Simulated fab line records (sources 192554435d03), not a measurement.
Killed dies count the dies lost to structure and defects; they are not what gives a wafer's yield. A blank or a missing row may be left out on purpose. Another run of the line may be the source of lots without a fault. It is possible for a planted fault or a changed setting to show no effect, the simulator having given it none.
Split-lot experiment ; flow n5-finfet ; 21 wafers read from 7 lots, route of 1938 steps

## THE SPLIT ITSELF
At N5_BEOL_M15_ETCH_61 (etches BARC in N2/H2, target depth 89 nm, overetch 26.7 nm, time 67.9 s), the setting time-s was moved away from the recipe's 67.9 s on 9 of the 21 wafers read, by -20.3% to +14.9%. All remaining wafers had this setting at the recipe value.

The split's own step is where the reading is taken.

## THE READING
coat_of_BEOL_M15_COAT_22.thk-nm (the simulator's own value, which no gauge read), in nm, at N5_BEOL_M15_ETCH_61 (etches BARC in N2/H2, target depth 89 nm, overetch 26.7 nm, time 67.9 s). The file gives no usual value for it. Average 719.0 nm, standard deviation 4.3 nm, over the 12 wafers here run with the recipe.

wafer;tool, chamber at the split;time-s as run, s;against the recipe;coat_of_BEOL_M15_COAT_22.thk-nm, nm;against lot-mates on the recipe
L086.3;rie-diel-04, 1;78.02;+14.9%;713.6;-3.8
L086.4;rie-diel-04, 2;67.9;recipe;717.4;-
L086.6;rie-diel-04, 2;78.02;+14.9%;709.2;-8.2
L088.3;rie-diel-02, 1;61.53;-9.4%;729.2;+3.4
L088.4;rie-diel-02, 2;67.9;recipe;725.8;-
L088.5;rie-diel-02, 1;61.53;-9.4%;731.4;+5.6
L087.1;rie-diel-05, 1;54.15;-20.3%;738.8;no lot-mate on the recipe
L087.3;rie-diel-05, 3;54.15;-20.3%;739.4;no lot-mate on the recipe
L087.6;rie-diel-05, 1;54.15;-20.3%;738.2;no lot-mate on the recipe
L090.1;rie-diel-02, 1;67.9;recipe;726.6;-
L090.5;rie-diel-02, 2;67.9;recipe;722.2;-
L090.6;rie-diel-02, 3;67.9;recipe;722.8;-
L093.2;rie-diel-05, 0;67.9;recipe;715.6;-
L093.4;rie-diel-05, 1;67.9;recipe;718.8;-
L093.5;rie-diel-05, 2;67.9;recipe;719;-
L096.1;rie-diel-04, 3;56.77;-16.4%;728.2;+13.2
L096.2;rie-diel-04, 2;67.9;recipe;715;-
L096.6;rie-diel-04, 3;56.77;-16.4%;729.8;+14.8
L097.4;rie-diel-05, 0;67.9;recipe;714.2;-
L097.5;rie-diel-05, 1;67.9;recipe;716.6;-
L097.6;rie-diel-05, 2;67.9;recipe;713.6;-

FIT RESULTS
A straight line over all 21 wafers: coat_of_BEOL_M15_COAT_22.thk-nm changes by -0.79 nm for each +1% of time-s; r = -0.89; the points scatter about the line by 4.2 nm.
The same after taking each lot's own level away (the mean of its wafers on the recipe; 18 wafers): -0.612 nm for each +1%; r = -0.91; scatter 2.3 nm.
Per that fit: largest time-s move, reading shift of 12 nm.
The span of the lots' own levels, 714.80 to 725.80 nm, comes to 2.6 times the standard deviation stated above.
So the lot-to-lot level changes the slope: the two fits differ.
Check: with one of the wafers moved furthest among these (-16.4%) left out of the fit, the line predicts +9.79 nm for it against its lot-mates. It came out at +13.2 nm against them.

## THESE WAFERS: OTHER SPLITS
Note: prior to the reading, these wafers also went through further splits. Each is held against what the fit with the lots' levels taken away leaves over:
other split on the same wafers;wafers away from the commonest value;r with coat_of_BEOL_M15_COAT_22.thk-nm (lot level and that fit taken away)
N5_BEOL_M10_COAT_60 spin-rpm;7;+0.44
N5_BEOL_M11_COAT_05 spin-rpm;8;+0.12
N5_BEOL_M13_COAT_22 spin-rpm;7;+0.40
N5_BEOL_M13_ETCH_68 time-s;11;-0.17
N5_BEOL_M14_EXPOSE_07 dose-mj;9;-0.32
N5_BEOL_M15_PEB_26 peb-time-s;8;+0.17

## THE FILE'S OWN FIT
coat_of_BEOL_M15_COAT_22.thk-nm changes by -0.624 nm for each +1% of time-s, r = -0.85.
